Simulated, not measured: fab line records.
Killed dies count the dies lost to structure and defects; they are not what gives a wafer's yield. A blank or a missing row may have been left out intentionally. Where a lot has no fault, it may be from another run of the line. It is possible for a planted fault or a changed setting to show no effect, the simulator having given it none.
Code-filled problem report in 8D (eight disciplines) form -- flow n5 finfet -- the parts of the form that need people (team, actions taken, sign-off) are left out

== 1. WHAT WENT WRONG ==
rf vpp V at N5_BEOL_M12_ETCH_67 reads a mean of 202.6 V on 6 wafers of 2 lots; wafers without a fault read 184.2 V with a standard deviation of 1.3. That is +14 standard deviations from the usual mean.
The step: etches SiARC in CF4, target depth 143 nm, time 238.3 s.
Earliest sighting: wafer L394.1 on rie diel-04 at day 13 21:06. The record has a number at this step for 30 wafers belonging to 10 lots. By rule, "out" or "out of limits" means more than 4 standard deviations away from the usual mean. Any other wafer with a number is counted as sound.

== 2. WHAT IT IS AND WHAT IT IS NOT ==
question,is,is not
which readings at this step,"rf vpp V, etch rf on time s","cf4 flow sccm, drypump motor current A, oes product au, showerhead plenum p Torr"
which lots,"L394, L397","L381, L383, L384, L385, L387, L401, L402, L403"
which wafers of those lots,all that have a number,-
read on which tools,rie diel-04,"rie diel-05, rie diel-06"
when,from day 13 21:06,"up to then (15 sound wafers); but 9 sound wafers of L401, L402, L403 came after"

== 3. SUSPECTS, AND WHAT RULES EACH OUT ==
Counting: a tool at a process step up to the reading stays a suspect if it ran every lot that is out and no sound lot after the first of them.
- plasma asher-02 at N5_BEOL_M12_STRIP_64 (strips in N2/H2): ruled out as a lasting fault. Following L394 (day 13 20:29), the first lot on it that is out, the sound lots L402 were run on it.
- rie diel-04 at N5_BEOL_M12_ETCH_67 (etches SiARC in CF4, target depth 143 nm, time 238.3 s): kept. It ran every lot that is out, first L394 (day 13 21:06), and no sound lot after that; its last sound lot up to then is L387 (day 11 23:46). Its own etch rf on time s, rf vpp V readings are out on those wafers.
The count leaves rie diel-04 at N5_BEOL_M12_ETCH_67.

== 4. THE CAUSE (what the simulator had put in) ==
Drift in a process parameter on rie diel-04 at N5_BEOL_M12_ETCH_67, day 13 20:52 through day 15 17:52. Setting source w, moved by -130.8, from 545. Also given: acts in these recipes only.
After counting, this tool was the only one left.

== 5. SEQUENCE OF EFFECTS, ordered by route ==
Each row: a reading where the mean over the struck wafers with a number is more than 3 standard deviations away from the usual. Readings are gone through only where the record gives a usual standard deviation; hours: the median, over the lots, of the time from a lot's start at the first step in this table giving one to that lot's start at this step; sigmas: the change measured in usual standard deviations.
hours,step,reading,usual,on struck wafers,change,sigmas
0,N5_BEOL_M12_ETCH_67,etch rf on time s,237 s,304,+67,+9.2
0,N5_BEOL_M12_ETCH_67,rf vpp V,184.2 V,202.6,+18.4,+14
Here are the process steps it includes:
- N5_BEOL_M12_ETCH_67: etches SiARC in CF4, target depth 143 nm, time 238.3 s.

== 6. HOW IT WOULD HAVE BEEN CAUGHT EARLIER ==
First out-of-limits reading in this record: day 13 21:06, which is 0 hours after fault onset at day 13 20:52.
